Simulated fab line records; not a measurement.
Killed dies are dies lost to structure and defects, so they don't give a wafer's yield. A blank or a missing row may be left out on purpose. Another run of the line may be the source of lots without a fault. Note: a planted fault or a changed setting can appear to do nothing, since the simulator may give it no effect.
Chamber matching + flow nand-harc + 4 sister chambers for NHARC_P_CONTACT_CMP_01 on cmp-02
The step polishes SiO2, target thk 200 nm. 4 wafers are shown with their chamber, then 8 later ones without.

WAFERS PAIRED WITH THEIR CHAMBERS
| wafer  | chamber | motor-current-A (A) |
|--------|---------|---------------------|
| L090.5 | 0       | 11.8                |
| L091.2 | 2       | 12.1                |
| L091.4 | 3       | 13.1                |
| L092.1 | 1       | 11.6                |

WAFERS WHOSE CHAMBER IS MISSING
| wafer  | motor-current-A (A) |
|--------|---------------------|
| L092.2 | 12.4                |
| L092.4 | 13.5                |
| L094.1 | 11.4                |
| L094.4 | 13.0                |
| L094.6 | 11.0                |
| L095.2 | 13.1                |
| L095.3 | 12.4                |
| L095.6 | 12.0                |

CHAMBER TAKEN BY EACH
| wafer  | from the rows above               | in truth                   |
|--------|-----------------------------------|----------------------------|
| L092.2 | can't be placed: 2 or 0 or 3 or 1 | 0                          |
| L092.4 | 3                                 | 3                          |
| L094.1 | can't be placed: 1 or 0 or 2      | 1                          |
| L094.4 | 3                                 | 3                          |
| L094.6 | can't be placed: 1 or 0 or 2      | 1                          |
| L095.2 | 3                                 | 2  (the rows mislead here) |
| L095.3 | can't be placed: 2 or 0 or 3 or 1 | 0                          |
| L095.6 | can't be placed: 2 or 0 or 1      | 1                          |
Correctly placed: 2 of 8. These rows do not allow placing 5 (true chamber among the candidates in 5). Number placed wrongly: 1.
How it was worked out, from the rows above alone: a wafer's distance from a chamber is the root of the sum, over the readings, of the square of ((its reading less the chamber's mean) divided by the reading's scatter). The wafer belongs to the nearest chamber; if the next one is less than 2 further off, it can't be placed. The mean given for a chamber averages the wafers shown for that chamber. The scatter (one wafer shown for each chamber): square how far every hidden wafer sits from the nearest shown wafer, average those squares and take the square root.
